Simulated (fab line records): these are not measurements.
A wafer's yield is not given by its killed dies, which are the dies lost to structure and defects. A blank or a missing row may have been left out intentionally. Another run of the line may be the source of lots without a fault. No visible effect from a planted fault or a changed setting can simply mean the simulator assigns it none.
What tool caused it?	flow nandHarc	11 lots, 33 wafers sampled, at 5 steps of a route of 1302

WHAT THE GAUGES READ, wafer by wafer
NHARC_END_WLT_00. Usual: VT_DECK1_BOTTOM 0.874, standard deviation 0.0095; VT_DECK1_BOTTOM_INNER 0.873, standard deviation 0.0095; VT_DECK1_MEDIAN_NEAR_BOTTOM 0.875, standard deviation 0.0094; VT_DECK1_MEDIAN_NEAR_BOTTOM_INNER 0.875, standard deviation 0.0097; VT_DECK1_MIDDLE 0.888, standard deviation 0.0082; VT_DECK1_MIDDLE_INNER 0.889, standard deviation 0.0076; VT_DECK1_TOP 0.901, standard deviation 0.0078; VT_DECK1_TOP_INNER 0.900, standard deviation 0.0085; VT_DECK2_BOTTOM 0.869, standard deviation 0.007; VT_DECK2_BOTTOM_INNER 0.869, standard deviation 0.008; VT_DECK2_MEDIAN_NEAR_BOTTOM 0.870, standard deviation 0.0071; VT_DECK2_MEDIAN_NEAR_BOTTOM_INNER 0.870, standard deviation 0.0072; VT_DECK2_MIDDLE 0.883, standard deviation 0.007; VT_DECK2_MIDDLE_INNER 0.882, standard deviation 0.0065; VT_DECK2_TOP 0.895, standard deviation 0.0073; VT_DECK2_TOP_INNER 0.895, standard deviation 0.007.
lot	measured	on	VT_DECK1_BOTTOM	VT_DECK1_BOTTOM_INNER	VT_DECK1_MEDIAN_NEAR_BOTTOM	VT_DECK1_MEDIAN_NEAR_BOTTOM_INNER	VT_DECK1_MIDDLE	VT_DECK1_MIDDLE_INNER	VT_DECK1_TOP	VT_DECK1_TOP_INNER	VT_DECK2_BOTTOM	VT_DECK2_BOTTOM_INNER	VT_DECK2_MEDIAN_NEAR_BOTTOM	VT_DECK2_MEDIAN_NEAR_BOTTOM_INNER	VT_DECK2_MIDDLE	VT_DECK2_MIDDLE_INNER	VT_DECK2_TOP	VT_DECK2_TOP_INNER	flag
L844	day 24 00:29	prober-02	0.861 0.863 0.872	0.857 0.860 0.861	0.866 0.862 0.859	0.869 0.863 0.863	0.883 0.875 0.876	0.872 0.881 0.883	0.889 0.895 0.884	0.883 0.882 0.884	0.871 0.863 0.879	0.870 0.860 0.874	0.875 0.869 0.872	0.871 0.864 0.880	0.886 0.882 0.888	0.886 0.891 0.888	0.899 0.892 0.905	0.889 0.896 0.897	
L845	day 25 01:05	prober-02	0.880 0.870 0.861	0.882 0.875 0.869	0.881 0.873 0.871	0.884 0.873 0.868	0.890 0.890 0.885	0.888 0.888 0.887	0.896 0.899 0.897	0.904 0.896 0.905	0.872 0.868 0.878	0.867 0.887 0.875	0.874 0.870 0.874	0.870 0.882 0.868	0.884 0.887 0.885	0.888 0.875 0.878	0.900 0.903 0.891	0.895 0.889 0.901	
L850	day 26 08:34	prober-02	0.887 0.870 0.882	0.877 0.873 0.883	0.887 0.879 0.885	0.885 0.872 0.885	0.895 0.890 0.896	0.893 0.891 0.898	0.903 0.900 0.905	0.903 0.903 0.901	0.874 0.872 0.873	0.874 0.879 0.879	0.887 0.877 0.878	0.870 0.870 0.875	0.889 0.891 0.889	0.884 0.889 0.892	0.903 0.888 0.903	0.895 0.899 0.897	
L851	day 27 20:23	prober-01	0.883 0.881 0.879	0.879 0.882 0.874	0.890 0.883 0.877	0.883 0.883 0.882	0.892 0.900 0.902	0.900 0.904 0.893	0.907 0.905 0.913	0.907 0.906 0.905	0.879 0.863 0.870	0.875 0.872 0.871	0.873 0.875 0.871	0.876 0.874 0.871	0.881 0.883 0.881	0.872 0.872 0.884	0.892 0.883 0.882	0.876 0.894 0.885	
L852	day 27 20:25	prober-02	0.883 0.875 0.881	0.884 0.876 0.871	0.880 0.878 0.872	0.881 0.878 0.875	0.899 0.890 0.888	0.890 0.892 0.892	0.900 0.904 0.909	0.903 0.904 0.910	0.866 0.869 0.875	0.867 0.872 0.876	0.871 0.882 0.878	0.868 0.875 0.870	0.880 0.889 0.887	0.876 0.889 0.886	0.910 0.901 0.899	0.896 0.904 0.896	
L853	day 28 08:24	prober-02	0.879 0.857 0.861	0.872 0.864 0.869	0.880 0.866 0.877	0.883 0.864 0.873	0.886 0.883 0.884	0.880 0.881 0.882	0.890 0.900 0.884	0.894 0.899 0.892	0.863 0.869 0.871	0.864 0.865 0.873	0.869 0.864 0.871	0.865 0.866 0.878	0.878 0.891 0.887	0.885 0.881 0.889	0.894 0.905 0.896	0.899 0.900 0.888	
L854	day 28 23:58	prober-01	0.866 0.867 0.863	0.876 0.859 0.865	0.872 0.863 0.864	0.881 0.863 0.860	0.885 0.873 0.880	0.883 0.876 0.878	0.896 0.890 0.893	0.882 0.887 0.889	0.862 0.857 0.861	0.868 0.850 0.862	0.857 0.857 0.858	0.870 0.862 0.859	0.871 0.871 0.868	0.878 0.868 0.876	0.882 0.891 0.884	0.886 0.880 0.895	
L855	day 28 23:59	prober-02	0.860 0.873 0.884	0.870 0.883 0.879	0.877 0.885 0.884	0.866 0.873 0.877	0.887 0.895 0.894	0.893 0.893 0.896	0.912 0.907 0.901	0.901 0.910 0.910	0.871 0.868 0.869	0.878 0.870 0.870	0.873 0.863 0.863	0.877 0.866 0.867	0.881 0.884 0.891	0.887 0.883 0.884	0.900 0.897 0.897	0.903 0.898 0.901	
L856	day 29 08:11	prober-02	0.872 0.877 0.878	0.871 0.874 0.876	0.876 0.865 0.878	0.879 0.881 0.871	0.890 0.888 0.892	0.883 0.884 0.891	0.904 0.902 0.901	0.896 0.908 0.903	0.871 0.875 0.878	0.872 0.869 0.874	0.869 0.866 0.868	0.872 0.869 0.883	0.877 0.880 0.883	0.877 0.884 0.889	0.895 0.903 0.895	0.898 0.896 0.898	
L861	day 30 12:47	prober-02	0.858 0.875 0.856	0.867 0.876 0.864	0.871 0.870 0.864	0.876 0.885 0.868	0.887 0.891 0.883	0.890 0.884 0.898	0.907 0.908 0.904	0.908 0.900 0.902	0.872 0.860 0.861	0.876 0.854 0.861	0.874 0.867 0.861	0.868 0.857 0.863	0.888 0.887 0.876	0.889 0.880 0.879	0.893 0.888 0.891	0.895 0.895 0.900	
L867	day 34 06:00	prober-01	0.877 0.881 0.879	0.881 0.881 0.880	0.882 0.889 0.885	0.877 0.884 0.882	0.887 0.893 0.898	0.896 0.900 0.897	0.911 0.898 0.908	0.914 0.899 0.909	0.870 0.874 0.871	0.874 0.872 0.877	0.873 0.871 0.869	0.881 0.870 0.868	0.890 0.882 0.891	0.881 0.873 0.885	0.888 0.896 0.901	0.894 0.889 0.889	

NHARC_END_SORT_01. Usual: for defectLimitedYield, 91 % with a standard deviation of 3.1; for killedAtArray, 57 with a standard deviation of 21; for killedAtOther, 0.9 with a standard deviation of 1.2; for killedAtPeriphery, 4.2 with a standard deviation of 2.9; for killedDies, 62 with a standard deviation of 21; for killedOpen, 3.2 with a standard deviation of 1.8; for killedShort, 2.4 with a standard deviation of 1.5.
lot	measured	on	defectLimitedYield (%)	killedAtArray	killedAtOther	killedAtPeriphery	killedDies	killedOpen	killedShort	flag
L861	day 30 15:49	prober-02	27 91 27	493 56 490	0 0 1	2 2 1	495 58 492	0 7 0	2 6 4	OFF

WHICH TOOL RAN EACH LOT (tool, then ch and the chambers of the sampled wafers, then the start)
lot	NHARC_A_M1_ECD_22	NHARC_THIN_TSV_DESCUM_14	NHARC_THIN_TSV_PRE_CLEAN_54
L844	ecdCu-02 ch 0,1, day 22 18:10	rieDiel-10 ch 0,1,2, day 23 13:38	pvdSputter-03, day 23 18:43
L845	ecdCu-02 ch 0,1, day 23 09:49	rieDiel-13 ch 1,3, day 24 10:16	pvdSputter-02, day 24 15:04
L850	ecdCu-01 ch 0,1, day 25 01:26	rieDiel-02 ch 2,3, day 25 19:40	pvdSputter-02, day 26 00:22
L851	ecdCu-02 ch 0,1, day 26 11:44	rieDiel-13 ch 1,3, day 27 08:31	pvdSputter-02, day 27 13:11
L852	ecdCu-02 ch 0,1, day 26 16:49	rieDiel-13 ch 0,1,2, day 27 09:41	pvdSputter-03, day 27 14:45
L853	ecdCu-02 ch 0,1, day 26 23:34	rieDiel-13 ch 0,3, day 27 19:20	pvdSputter-02, day 28 00:13
L854	ecdCu-02 ch 0,1, day 27 11:51	rieDiel-10 ch 0,1,2, day 28 10:05	pvdSputter-01, day 28 14:59
L855	ecdCu-02 ch 0,1, day 27 16:38	rieDiel-13 ch 0,1,3, day 28 11:19	pvdSputter-02, day 28 16:24
L856	ecdCu-02 ch 0,1, day 27 23:06	rieDiel-13 ch 0,1, day 28 17:23	pvdSputter-02, day 28 22:25
L861	ecdCu-02 ch 0,1, day 29 05:21	rieDiel-02 ch 1,3, day 29 23:35	pvdSputter-01, day 30 04:18
L867	ecdCu-01 ch 0,1, day 32 20:53	rieDiel-13 ch 2,3, day 33 17:40	pvdSputter-02, day 33 22:26
- NHARC_A_M1_ECD_22: material Cu, target thk 400 nm.
- NHARC_THIN_TSV_DESCUM_14: chemistry O2, time 3 s.
- NHARC_THIN_TSV_PRE_CLEAN_54: time 30 s.

WHAT THE TOOLS THEMSELVES READ (means of the sampled wafers that have a number; where no wafer has one, the mark that the record gives instead)
NHARC_THIN_TSV_DESCUM_14. Usual: drypumpMotorCurrentA 5.5 A, standard deviation 0.5; oesProductAu 0.995 a.u., standard deviation 0.013; rfVppV 57.8 V, standard deviation 0.86; showerheadPlenumPTorr 1.90 Torr, standard deviation 0.088; throttleValvePct 11.311 %, standard deviation 0.009.
lot	tool	drypumpMotorCurrentA (A)	oesProductAu (a.u.)	rfVppV (V)	showerheadPlenumPTorr (Torr)	throttleValvePct (%)	flag
L844	rieDiel-10	5.6	1.003	57.4	1.85	11.306	
L845	rieDiel-13	5.1	0.978	57.1	1.97	11.314	
L850	rieDiel-02	6.2	1.004	58.2	1.97	11.308	
L851	rieDiel-13	5.2	0.984	58.1	1.97	11.308	
L852	rieDiel-13	5.0	0.985	57.3	1.93	11.306	
L853	rieDiel-13	5.6	0.986	58.1	1.89	11.315	
L854	rieDiel-10	5.6	1.014	57.3	1.85	11.310	
L855	rieDiel-13	5.3	0.975	58.4	1.90	11.315	
L856	rieDiel-13	5.0	0.991	57.4	1.85	11.318	
L861	rieDiel-02	6.4	0.995	57.4	1.85	11.298	
L867	rieDiel-13	5.4	0.982	58.2	2.00	11.305	

NHARC_THIN_TSV_PRE_CLEAN_54. Usual: heaterPowerW at 405 W, with a standard deviation of 48.
lot	tool	heaterPowerW (W)	flag
L844	pvdSputter-03	419	
L845	pvdSputter-02	376	
L850	pvdSputter-02	397	
L851	pvdSputter-02	372	
L852	pvdSputter-03	401	
L853	pvdSputter-02	392	
L854	pvdSputter-01	403	
L855	pvdSputter-02	412	
L856	pvdSputter-02	371	
L861	pvdSputter-01	463	
L867	pvdSputter-02	417	

THE ANSWER, worked out from the rows above alone
Rule: take the mean of a lot's wafers that have a number; if it is more than 3 standard deviations from the usual mean, the lot is off. A lot without any number at a reading at which 4 lots or more have one is off too. All remaining lots with rows at the step are treated as sound. First the gauges in route order, then the tools' own readings, where a lot's mean is used as printed above. The first step at which some lot is off is used, and at that step the reading that is off furthest; a lot without a number counts as furthest.
Off: L861 (NHARC_END_SORT_01, killedAtArray). Neither off nor sound, because the step has no rows for them: L844, L845, L850, L851, L852, L853, L854, L855, L856, L867.
A tool fits if, at a process step before that reading, it ran every lot that is off, and no sound lot after the first of them. The gauges at NHARC_END_SORT_01 are tried like those tools. Can't be told from this: 4 tools fit, ecdCu-02 at NHARC_A_M1_ECD_22, rieDiel-02 at NHARC_THIN_TSV_DESCUM_14, pvdSputter-01 at NHARC_THIN_TSV_PRE_CLEAN_54, prober-02 at NHARC_END_SORT_01.

WHAT THE SIMULATOR PUT IN
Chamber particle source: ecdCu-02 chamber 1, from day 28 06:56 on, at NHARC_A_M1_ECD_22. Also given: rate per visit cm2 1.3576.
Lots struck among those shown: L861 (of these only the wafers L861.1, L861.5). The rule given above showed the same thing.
